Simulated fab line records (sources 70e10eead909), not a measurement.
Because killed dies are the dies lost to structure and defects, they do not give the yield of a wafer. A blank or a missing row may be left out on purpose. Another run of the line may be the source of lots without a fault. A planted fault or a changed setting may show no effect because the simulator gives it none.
Which tool did it? / flow nandHarc / 6 lots with 18 wafers sampled at 3 steps, on a route of 1302 steps

WHAT EACH GAUGE READ, for each wafer
NHARC_P_M2_OVL_MEAS_10: pitch 340 nm.
lot=L771; measured=day 6 22:28; on=overlay-02; overlayXNm (nm)=-0.2 -0.1 0.1
lot=L773; measured=day 7 14:35; on=overlay-02; overlayXNm (nm)=-0.4 -0.5 -0.1
lot=L777; measured=day 9 17:38; on=overlay-02; overlayXNm (nm)=38.4 38.4 37.9 38.1 37.5 38.1
lot=L784; measured=day 12 09:11; on=overlay-02; overlayXNm (nm)=37.4 37.6 37.4 37.6 36.9 37.6
lot=L786; measured=day 13 04:48; on=overlay-02; overlayXNm (nm)=0.0 0.7 0.4
lot=L791; measured=day 14 23:30; on=overlay-02; overlayXNm (nm)=-0.1 0.0 -0.6

WHAT TOOL EACH LOT RAN ON (gives the tool, then ch and the chambers of the sampled wafers, and finally the start)
lot=L771; NHARC_P_M1_ANNEAL_31=rtpAnneal-02 ch 0, day 6 20:08; NHARC_P_M2_EXPOSE_06=arfiScanner-03 ch 0, day 6 22:14
lot=L773; NHARC_P_M1_ANNEAL_31=rtpAnneal-01 ch 0, day 7 12:15; NHARC_P_M2_EXPOSE_06=arfiScanner-01 ch 0, day 7 14:21
lot=L777; NHARC_P_M1_ANNEAL_31=rtpAnneal-02 ch 0, day 9 15:20; NHARC_P_M2_EXPOSE_06=arfiScanner-03 ch 0, day 9 17:24
lot=L784; NHARC_P_M1_ANNEAL_31=rtpAnneal-02 ch 0, day 12 07:01; NHARC_P_M2_EXPOSE_06=arfiScanner-03 ch 0, day 12 08:58
lot=L786; NHARC_P_M1_ANNEAL_31=rtpAnneal-02 ch 0, day 13 02:24; NHARC_P_M2_EXPOSE_06=arfiScanner-01 ch 0, day 13 04:35
lot=L791; NHARC_P_M1_ANNEAL_31=rtpAnneal-01 ch 0, day 14 21:13; NHARC_P_M2_EXPOSE_06=arfiScanner-01 ch 0, day 14 23:17
- NHARC_P_M1_ANNEAL_31: time 90 s.
- NHARC_P_M2_EXPOSE_06: exposes mask P M2, target cd 170 nm.

THE ANSWER, worked out from the rows above alone
Rule: usual is defined by the lots themselves. Put in order of their means at a reading, lots are off if they are a third of the lots or fewer, leave a main group of 4 or more, and stand apart from it by a gap of 3 or more times the standard deviation of the main group's means; of several such gaps the widest counts. If all means in a main group match to the digits the tables above print for the reading, that group is not used. Also off: a lot with no number at a reading for which 4 or more lots have one. The other lots that the step has rows for count as sound.
Off at NHARC_P_M2_OVL_MEAS_10 (overlayXNm): L777, L784. Mean -0.1 nm and standard deviation 0.27 in the main group.
If a tool, at a process step before that reading, ran all the lots that are off and no sound lot after the first of them, it fits. The gauges at NHARC_P_M2_OVL_MEAS_10 are tried like those tools. One candidate fits, namely arfiScanner-03 at NHARC_P_M2_EXPOSE_06. Its last sound lot is L771 (day 6 22:14), its first lot that is off L777 (day 9 17:24): a fault that began between those two fits.

WHAT THE SIMULATOR HAD PUT IN
Scanner matching overlay: arfiScanner-03, from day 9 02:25 on, at NHARC_P_M2_EXPOSE_06. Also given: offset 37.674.
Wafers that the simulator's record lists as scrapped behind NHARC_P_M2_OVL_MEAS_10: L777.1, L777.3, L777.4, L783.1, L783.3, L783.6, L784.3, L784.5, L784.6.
Lots struck among those shown: L777, L784. The same result came from the rule above.
